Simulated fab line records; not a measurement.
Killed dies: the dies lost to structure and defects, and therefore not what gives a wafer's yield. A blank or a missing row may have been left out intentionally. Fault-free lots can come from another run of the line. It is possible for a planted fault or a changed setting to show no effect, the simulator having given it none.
fab line records | flow nandHarc
[record] lots = 13 wafers = 39 lastDay = 34
route steps=1302 shown A_SGD_CUT@908 A_SLIT@924 END@1302
lots untouched by any fault: they come from a run of this same line in which no faults occurred
startH: the number of hours between the record's first day and the start of the first shown wafer of the lot | waitH: how many hours have passed since the lot's step before this one | " as in the row above | L1.1+2: a row that stands for several wafers | - either no value or no given start | * or withheld: withheld | < > ~ a bound
route shown NAME@n: NAME is a module with steps in the file, n the number in the route of the first one | usual: mean and standard deviation over wafers with no fault | same: alike in all rows | chamber/n: place in a boat | sites: the reading at each site | _std_site: their standard deviation | _edge_site: inner sites' mean taken away from outer sites' mean | radiusMm: how far each site lies from the wafer's centre | mask NAME#n: copy n | behind: the most recent tool/chamber to have shaped the wafer | hold: the reason the lot was held/the length of the hold in hours/how it ended | device: whichever transistor did not switch (one of n, p or np) | end of line: the same wafers' tests at the end of the route | where a step has no rows: the recipe by itself | killed: dies that structure and defects cost at the first sort, which is not the same as the wafer's yield | map: a wafer's dies, marking killed ones x, the rest . and places with no die _
set.NAME: the setting as run; set.NAME@STEP: as run at that earlier step | model.NAME: the simulator's own value behind a step, which no gauge read
the route's steps for a sample of lots (tables are steps, rows are wafers)
services: the hour from which a tool's chamber was out of use, counted from the record's first day as startH (under 0 if before that day), plus the number of hours and why
[[steps]]
[step NHARC_A_SGD_CUT_ETCH_16]
[recipe] targetDepthA = 3105 timeS = 155.2 c4f8FlowSccm = withheld o2FlowSccm = 8 arFlowSccm = withheld rfW = 600 biasW = 800 chemistry = C4F8/O2/Ar
[usual] oesProductAu = 0.969/0.014 rfVppV = 721.3/2.9
// columns lot.wafer tool chamber startH waitH oesProductAu rfHoursCounterH rfVppV
L662.3 rieDiel-09 0 - - 0.961 9 723.1
L662.2 " 1 " " 0.971 9 725.8
L662.6 " 1 " " 0.969 - 725.2
L663.3 rieDiel-07 3 - - 0.983 9 720.8
L663.5 " 0 " " 0.995 - 720.9
L663.6 " 1 " " 0.962 - 722.0
L666.1 rieDiel-09 0 - - 0.961 13 723.3
L666.2 " 2 " " 0.989 11 717.6
L666.3 " 3 " " 0.957 13 717.6
L669.2 rieDiel-02 0 - - 0.942 6 721.8
L669.3 " 1 " " 0.949 6 723.8
L669.5 " 0 " " 0.953 - 720.7
L670.1 rieDiel-09 3 - - 0.987 1 717.5
L670.2 " 0 " " 0.983 1 722.2
L670.5 " 2 " " 0.979 - 718.0
L672.2 rieDiel-09 3 - - 0.983 5 717.9
L672.4 " 0 " " 0.989 4 722.8
L672.6 " 2 " " 0.979 - 716.5
L676.3 rieDiel-09 1 - - 0.980 5 726.6
L676.6 " 3 " " 0.982 - 717.9
L676.4 " 1 " " 0.982 - 725.8
L677.1 rieDiel-09 2 - - 0.978 8 717.9
L677.2 " 0 " " 0.945 6 724.5
L677.6 " 2 " " 0.979 - 717.3
L679.4 rieDiel-07 2 - - 0.960 6 724.8
L679.3 " 3 " " 0.962 6 720.5
L679.6 " 1 " " 0.973 - 722.1
L681.4 rieDiel-02 1 - - 0.979 2 725.0
L681.6 " 2 " " 0.979 - 718.2
L681.5 " 3 " " 0.959 - 717.3
L683.2 rieDiel-07 1 - - 0.972 0 721.4
L683.6 " 2 " " 0.968 - 724.8
L683.5 " 3 " " 0.958 - 719.8
L685.1 rieDiel-02 3 - - 0.967 5 717.3
L685.2 " 0 " " 0.957 4 722.6
L685.5 " 1 " " 0.968 - 725.9
L684.3 rieDiel-02 3 - - 0.967 5 716.9
L684.2 " 0 " " 0.972 5 722.6
L684.5 " 1 " " 0.968 - 725.4
[step NHARC_A_SGD_CUT_CMP_21]
[recipe] targetThkNm = 148.19
[usual] motorCurrentA = 11.8/1.7 timeToEndpointS = 50.3/2.7
// columns lot.wafer tool chamber startH waitH motorCurrentA timeToEndpointS
L662.3 cmp-02 3 461.15 0.4 11.2 49.8
L662.2 " 1 " " 10.7 56.4
L662.6 " 2 " " 14.1 52.8
L663.3 cmp-02 3 464.62 0.4 9.9 47.9
L663.5 " 0 " " 13.0 51.3
L663.6 " 1 " " 10.9 50.0
L666.2 cmp-03 1 480.72 0.4 10.6 50.7
L666.1 " 2 " " 12.3 53.7
L666.3 " 3 " " 13.9 51.2
L669.3 cmp-02 3 511.81 0.4 11.0 50.8
L669.2 " 1 " " 11.8 53.6
L669.5 " 3 " " 10.5 50.4
L670.2 cmp-01 1 521.85 0.4 9.9 51.4
L670.1 " 0 " " 11.3 47.8
L670.5 " 2 " " 8.8 49.9
L672.2 cmp-01 3 552.55 0.4 12.1 52.6
L672.4 " 1 " " 9.7 53.9
L672.6 " 3 " " 12.6 51.1
L676.3 cmp-01 3 582.88 0.4 12.6 48.6
L676.4 " 1 " " 9.9 48.7
L676.6 " 0 " " 11.7 46.5
L677.2 cmp-03 1 591.07 0.4 11.4 45.3
L677.1 " 3 " " 13.5 51.4
L677.6 " 0 " " 12.8 48.3
L679.4 cmp-02 1 601.12 0.4 10.7 52.3
L679.3 " 2 " " 14.3 51.2
L679.6 " 0 " " 12.8 50.1
L681.4 cmp-03 2 628.01 0.4 13.0 50.6
L681.6 " 1 " " 11.2 47.7
L681.5 " 2 " " 14.0 51.2
L683.2 cmp-03 1 674.96 0.4 11.1 47.3
L683.5 " 1 " " 11.5 45.7
L683.6 " 2 " " 13.8 47.0
L685.2 cmp-01 3 674.98 0.4 12.2 50.3
L685.1 " 0 " " 11.5 53.0
L685.5 " 3 " " 12.9 51.4
L684.3 cmp-03 0 678.08 0.4 13.2 44.3
L684.2 " 1 " " 11.4 46.7
L684.5 " 0 " " 13.5 47.0
[step NHARC_A_SGD_CUT_THK_MEAS_22]
[recipe] thkMeasGauge = ellipsometry
[usual] thkNm = 148.3/1.4
// columns lot.wafer tool chamber startH waitH thkNm
L662.2 filmMetro-01 - 461.38 0.2 152.2
L662.3 " - " " 149.8
L662.6 " - " " 148.5
L663.3 filmMetro-01 - 464.80 0.2 148.1
L663.5 " - " " 150.6
L663.6 " - " " 150.8
L666.1 filmMetro-02 - 480.95 0.2 146.2
L666.2 " - " " 147.7
L666.3 " - " " 149.9
L669.2 filmMetro-01 - 512.04 0.2 146.2
L669.3 " - " " 146.5
L669.5 " - " " 148.0
L670.1 filmMetro-02 - 522.10 0.2 147.8
L670.2 " - " " 149.1
L670.5 " - " " 150.0
L672.2 filmMetro-02 - 552.78 0.2 148.8
L672.4 " - " " 147.6
L672.6 " - " " 150.5
L676.3 filmMetro-02 - 583.13 0.2 148.8
L676.4 " - " " 146.9
L676.6 " - " " 151.1
L677.1 filmMetro-01 - 591.29 0.2 148.3
L677.2 " - " " 145.3
L677.6 " - " " 148.1
L679.3 filmMetro-01 - 601.33 0.2 146.7
L679.4 " - " " 148.7
L679.6 " - " " 148.8
L681.4 filmMetro-01 - 628.25 0.2 145.7
L681.5 " - " " 148.0
L681.6 " - " " 146.3
L685.1 filmMetro-02 - 675.21 0.2 148.0
L685.2 " - " " 147.1
L685.5 " - " " 146.8
L683.2 filmMetro-01 - 675.21 0.2 146.6
L683.5 " - " " 147.2
L683.6 " - " " 146.3
L684.2 filmMetro-01 - 678.32 0.2 146.2
L684.3 " - " " 150.4
L684.5 " - " " 149.1
[step NHARC_A_SLIT_DEP_23]
[recipe] targetThkA = 1000 targetThkNm = 100 tempC = 400 pressureTorr = 3.5 flowSccm = 200 rfW = 350 material = SiON
[usual] chamberPressureTorr = 3.500/0.008 heaterPowerOuterW = 437/59 heaterPowerW = 737/75
// columns lot.wafer tool chamber startH waitH chamberPressureTorr heaterPowerOuterW heaterPowerW
L662.3 pecvd-04 2 466.69 1.9 3.506 458 777
L662.2 " 1 " " 3.508 429 705
L662.6 " 2 " " 3.499 478 784
L663.3 pecvd-04 2 471.63 1.9 3.494 386 693
L663.5 " 1 " " 3.494 368 651
L663.6 " 0 " " 3.522 366 655
L666.2 pecvd-02 2 485.64 2.6 3.516 452 757
L666.3 " 0 " " 3.504 518 815
L666.1 " 1 " " 3.493 475 749
L669.3 pecvd-01 2 516.82 1.9 3.499 464 809
L669.2 " 0 " " 3.499 464 776
L669.5 " 0 " " 3.500 462 772
L670.2 pecvd-04 0 527.69 2.5 3.506 315 606
L670.1 " 1 " " 3.499 378 677
L670.5 " 1 " " 3.502 376 672
L672.2 pecvd-04 1 557.48 2.6 3.504 409 700
L672.6 " 1 " " 3.502 404 706
L672.4 " 2 " " 3.489 446 771
L676.3 pecvd-02 1 588.12 1.9 - - -
L676.6 " 1 " " - - -
L676.4 " 0 " " - - -
L677.2 pecvd-04 2 597.97 2.6 - - -
L677.1 " 0 " " - - -
L677.6 " 2 " " - - -
L679.3 pecvd-02 2 607.00 1.9 3.493 473 777
L679.4 " 1 " " 3.492 403 667
L679.6 " 2 " " 3.495 470 794
L681.5 pecvd-01 2 633.15 0.7 3.492 470 814
L681.4 " 0 " " 3.499 493 808
L681.6 " 1 " " 3.514 522 866
L685.1 pecvd-02 2 684.15 3.1 3.498 390 662
L685.2 " 0 " " 3.500 510 813
L685.5 " 2 " " 3.491 394 685
L683.2 pecvd-04 0 685.89 2.5 3.500 406 725
L683.5 " 0 " " 3.502 396 702
L683.6 " 2 " " 3.503 364 662
L684.3 pecvd-01 2 689.76 1.9 3.502 460 808
L684.2 " 0 " " 3.500 502 810
L684.5 " 1 " " 3.490 503 770
[step NHARC_END_SORT_01]
[recipe] tempC = 25
[usual] killedAtArray = 58/20 killedAtOther = 0.9/1.4 killedAtPeriphery = 4/3.1 killedDies = 63/20 killedOpen = 3.3/1.8 killedShort = 2.4/1.5
[same] grossDies = 677
// columns lot.wafer tool chamber startH waitH killedAtArray killedAtOther killedAtPeriphery killedDies killedOpen killedShort
L677.1 prober-02 0 722.66 2.5 673 0 4 677 4 2
L677.2 prober-02 0 723.47 2.8 674 0 3 677 6 5
L677.6 prober-02 0 726.69 4.0 675 2 0 677 5 2
L676.3 prober-01 0 732.00 3.2 673 0 4 677 2 1
L676.4 prober-01 0 732.81 3.5 674 1 2 677 0 1
L676.6 prober-01 0 734.43 4.1 675 0 2 677 4 3
// killed by level:class
L677.1 A_SLIT:areaDep=621 A_CHANNEL_HOLE_D1:chamberFilmFlake=28 A_CHANNEL_HOLE_D2:chamberFilmFlake=10 A_SLIT:chamberFilmFlake=3 A_DECK1_JOINT:chamberFilmFlake=3 P_CONTACT:geometricParticle:open=2 A_ONON_D1:geometricParticle:open=2 P_ZERO_WELL:chamberFilmFlake=2
L677.2 A_SLIT:areaDep=594 A_CHANNEL_HOLE_D1:chamberFilmFlake=36 A_CHANNEL_HOLE_D2:chamberFilmFlake=19 A_CONTACT:chamberFilmFlake=4 P_ZERO_WELL:chamberFilmFlake=3 A_DECK1_JOINT:chamberFilmFlake=3 A_STAIRCASE:chamberFilmFlake=3 A_CHANNEL_FILL_D2:geometricParticle:open=2
L677.6 A_SLIT:areaDep=598 A_CHANNEL_HOLE_D1:chamberFilmFlake=37 A_CHANNEL_HOLE_D2:chamberFilmFlake=23 A_SLIT:chamberFilmFlake=4 A_CONTACT:chamberFilmFlake=3 A_M1:geometricParticle:open=2 A_SOURCE_PLATE:geometricParticle:short=1 A_ONON_D2:geometricParticle:short=1
L676.3 A_SLIT:areaDep=619 A_SLIT:chamberFilmFlake=28 A_CONTACT:chamberFilmFlake=13 A_CHANNEL_HOLE_D1:chamberFilmFlake=10 A_STAIRCASE:chamberFilmFlake=2 P_GATE:geometricParticle:open=1 P_M1:geometricParticle:short=1 A_CHANNEL_FILL_D2:geometricParticle:open=1
L676.4 A_SLIT:areaDep=637 A_SLIT:chamberFilmFlake=13 A_CHANNEL_HOLE_D1:chamberFilmFlake=7 A_STAIRCASE:chamberFilmFlake=7 A_CONTACT:chamberFilmFlake=5 A_CHANNEL_HOLE_D2:chamberFilmFlake=3 P_CONTACT:geometricParticle:short=1 P_M2:chamberFilmFlake=1
L676.6 A_SLIT:areaDep=633 A_CHANNEL_HOLE_D1:chamberFilmFlake=15 A_SLIT:chamberFilmFlake=13 A_STAIRCASE:chamberFilmFlake=6 A_WL_FILL:geometricParticle:open=2 P_GATE:geometricParticle:open=1 P_CONTACT:geometricParticle:open=1 A_DECK1_JOINT:geometricParticle:short=1
[[services]]
// columns tool chamber startH hours kind
pecvd-02 - 445.35 1.3 repair
cmp-02 - 446.05 2.8 repair
pecvd-04 - 450.01 13.0 pm
cmp-03 - 457.53 4.0 pm
rieDiel-09 2 465.29 9.3 repair
cmp-02 - 472.56 0.4 repair
pecvd-04 2 474.05 12.7 repair
cmp-01 - 479.77 4.0 pm
rieDiel-02 2 488.45 3.1 repair
rieDiel-09 - 494.80 1.2 repair
rieDiel-09 - 497.49 9.0 pm
pecvd-04 1 517.90 5.6 repair
cmp-03 - 555.61 4.0 pm
rieDiel-09 0 564.28 19.4 repair
pecvd-04 - 582.43 0.5 repair
cmp-03 - 611.67 2.2 repair
pecvd-04 2 622.94 3.1 repair
pecvd-04 - 631.08 13.0 pm
rieDiel-09 1 632.50 1.7 repair
rieDiel-09 - 645.17 3.3 repair
cmp-03 - 653.61 4.0 pm
rieDiel-09 0 654.80 84.7 repair
rieDiel-09 1 663.13 7.1 repair
rieDiel-09 - 674.49 9.0 pm
[[key]]
[firstSign] step = NHARC_A_SLIT_DEP_23 reading = toolRecord direction = missing
[effect] step = NHARC_END_SORT_01 reading = killedAtArray direction = up sigmas = 32 usual = 58 struck = 674
[moreKillsBornAt] NHARC_A_SLIT_DEP_23@pecvd-02 = 1889 NHARC_A_SLIT_DEP_23@pecvd-04 = 1813
metAt NHARC_A_SLIT_DEP_23
struckLots L676,L677
laterRowsLeftOut L676.3,L676.4,L676.6,L677.1,L677.2,L677.6
testerLeftOut L676,L677
notActingAt NHARC_A_SGD_CUT_ETCH_16,NHARC_A_SGD_CUT_CMP_21,NHARC_A_SGD_CUT_THK_MEAS_22
onsetBetween 557.48 588.12
[fault] kind = skippedStepWhole tool = pecvd-02,pecvd-04 chamber = - onsetH = 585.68 steps = NHARC_A_SLIT_DEP_23 scope = struckLotsOnly
// testerLeftOut: of these lots the tester's yield and bins aren't shown, on N5 and GAA mostly nor the transistor test; their killed dies are dies lost to structure and defects alone, not to doping, threshold or leakage, so they don't give the yield
// laterRowsLeftOut: the simulator's readings of these wafers behind a module that went badly wrong aren't trusted and aren't shown, but for the sort
